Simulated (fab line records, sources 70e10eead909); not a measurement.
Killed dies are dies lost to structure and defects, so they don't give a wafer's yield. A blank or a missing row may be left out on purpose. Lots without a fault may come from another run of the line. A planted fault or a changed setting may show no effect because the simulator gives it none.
Which tool did it? | flow nand_harc | 13 lots, 38 wafers sampled, at 4 steps of a route of 1302

WHAT THE GAUGES READ, wafer by wafer
NHARC_A_START_INSPECT_01. Usual: raw_defect_count 3.3, standard deviation 1.8.
lot  | measured     | on                | raw_defect_count | flag
L665 | day 7 09:01  | defect_inspect-02 | 2 4 5            |
L664 | day 7 10:34  | defect_inspect-01 | 2 8 6            |
L667 | day 8 02:49  | defect_inspect-02 | 3 1 1            |
L669 | day 9 05:43  | defect_inspect-01 | 3 1 2            |
L670 | day 9 07:52  | defect_inspect-02 | 2 5 3            |
L671 | day 9 13:31  | defect_inspect-02 | 2 6 1            |
L672 | day 10 03:20 | defect_inspect-01 | 5 5 3            |
L675 | day 11 08:14 | defect_inspect-02 | 1 7              |
L677 | day 12 02:23 | defect_inspect-02 | 8 3 0            |
L682 | day 14 07:12 | defect_inspect-01 | 3 4 1            |
L685 | day 15 09:22 | defect_inspect-02 | 2 6 4            |
L686 | day 15 23:14 | defect_inspect-02 | 2 2 5            |
L687 | day 16 14:03 | defect_inspect-02 | 6 4 2            |

NHARC_A_ONON_D1_THK_MEAS_30: measures by ellipsometry. Usual: thk_nm 1000 nm, standard deviation 11.
lot  | measured     | on            | thk_nm (nm)    | flag
L665 | day 8 20:58  | film_metro-01 | 997 997 998    |
L664 | day 8 20:58  | film_metro-02 | 986 986 986    |
L667 | day 9 13:32  | film_metro-01 | 980 979 981    |
L669 | day 10 18:28 | film_metro-02 | 998 997 998    |
L670 | day 10 18:28 | film_metro-01 | 1000 1001 1001 |
L671 | day 11 04:16 | film_metro-01 | 995 993 993    |
L672 | day 11 15:12 | film_metro-01 | 994 995 995    |
L675 | day 12 21:03 | film_metro-01 | 1011 838       | OFF
L677 | day 13 13:01 | film_metro-02 | 1014 1014 847  | OFF
L682 | day 15 19:01 | film_metro-02 | 1010 1010 1011 |
L685 | day 17 03:54 | film_metro-01 | 995 996 996    |
L686 | day 17 17:33 | film_metro-01 | 1017 1018 1017 |
L687 | day 18 05:10 | film_metro-01 | 1013 1012 1013 |

NHARC_A_CHANNEL_HOLE_D1_CD_MEAS_10: target cd 100 nm. Usual: cd_nm 99.9 nm, standard deviation 0.36.
lot  | measured     | on        | cd_nm (nm)        | flag
L665 | day 9 03:26  | cd_sem-01 | 99.9 99.2 100.5   |
L664 | day 9 01:38  | cd_sem-03 | 100.1 99.6 100.4  |
L667 | day 9 17:46  | cd_sem-03 | 99.5 99.5 100.0   |
L669 | day 10 22:45 | cd_sem-01 | 100.2 99.4 100.1  |
L670 | day 10 21:42 | cd_sem-03 | 99.9 99.9 100.0   |
L671 | day 11 10:23 | cd_sem-02 | 99.7 99.5 98.8    |
L672 | day 11 20:02 | cd_sem-02 | 100.2 99.9 99.9   |
L675 | day 13 04:14 | cd_sem-03 | 99.7 99.8         |
L677 | day 13 16:16 | cd_sem-01 | 100.2 100.0 99.5  |
L682 | day 15 22:13 | cd_sem-02 | 100.2 99.3 100.8  |
L685 | day 17 07:10 | cd_sem-03 | 99.7 99.8 99.5    |
L686 | day 17 23:17 | cd_sem-01 | 100.1 100.1 100.3 |
L687 | day 18 13:09 | cd_sem-03 | 99.6 99.5 99.7    |

WHICH TOOL RAN EACH LOT (tool, then ch and the chambers of the sampled wafers, then the start)
lot  | NHARC_A_ONON_D1_DEP_28
L665 | pecvd_onon-03 ch 0, day 8 20:27
L664 | pecvd_onon-01 ch 0, day 8 20:27
L667 | pecvd_onon-03 ch 0, day 9 13:01
L669 | pecvd_onon-01 ch 0, day 10 18:05
L670 | pecvd_onon-02 ch 0, day 10 18:08
L671 | pecvd_onon-03 ch 0, day 11 03:45
L672 | pecvd_onon-01 ch 0, day 11 14:45
L675 | pecvd_onon-03 ch 0, day 12 20:37
L677 | pecvd_onon-03 ch 0, day 13 12:29
L682 | pecvd_onon-02 ch 0, day 15 18:34
L685 | pecvd_onon-03 ch 0, day 17 03:23
L686 | pecvd_onon-02 ch 0, day 17 17:02
L687 | pecvd_onon-01 ch 0, day 18 04:43
- NHARC_A_ONON_D1_DEP_28: target thk 1000 nm.

WHAT THE TOOLS THEMSELVES READ (means of the sampled wafers that have a number; where no wafer has one, the mark that the record gives instead)
NHARC_A_ONON_D1_DEP_28. Usual: sih4_flow_sccm 210.0 sccm, standard deviation 0.67.
lot  | tool          | sih4_flow_sccm (sccm) | flag
L665 | pecvd_onon-03 | 210.1                 |
L664 | pecvd_onon-01 | 210.3                 |
L667 | pecvd_onon-03 | 210.0                 |
L669 | pecvd_onon-01 | 210.5                 |
L670 | pecvd_onon-02 | 210.4                 |
L671 | pecvd_onon-03 | 210.1                 |
L672 | pecvd_onon-01 | 209.9                 |
L675 | pecvd_onon-03 | 210.4                 |
L677 | pecvd_onon-03 | 210.3                 |
L682 | pecvd_onon-02 | 211.5                 |
L685 | pecvd_onon-03 | 210.3                 |
L686 | pecvd_onon-02 | 209.6                 |
L687 | pecvd_onon-01 | 209.3                 |

THE ANSWER, worked out from the rows above alone
Rule: a lot is off if the mean of its wafers that have a number lies more than 3 standard deviations from the usual mean. A lot without any number at a reading at which 4 lots or more have one is off too. The other lots that the step has rows for count as sound. The gauges are gone through in route order, then the tools' own readings, and for those a lot's mean is taken as printed above. The first step at which some lot is off is used, and at that step the reading that is off furthest; a lot without a number counts as furthest.
Off: L675, L677, at NHARC_A_ONON_D1_THK_MEAS_30 (thk_nm).
A tool fits if, at a process step before that reading, it ran every lot that is off, and no sound lot after the first of them. The gauges at NHARC_A_ONON_D1_THK_MEAS_30 are tried like those tools. None of those tried fits.

WHAT THE SIMULATOR HAD PUT IN
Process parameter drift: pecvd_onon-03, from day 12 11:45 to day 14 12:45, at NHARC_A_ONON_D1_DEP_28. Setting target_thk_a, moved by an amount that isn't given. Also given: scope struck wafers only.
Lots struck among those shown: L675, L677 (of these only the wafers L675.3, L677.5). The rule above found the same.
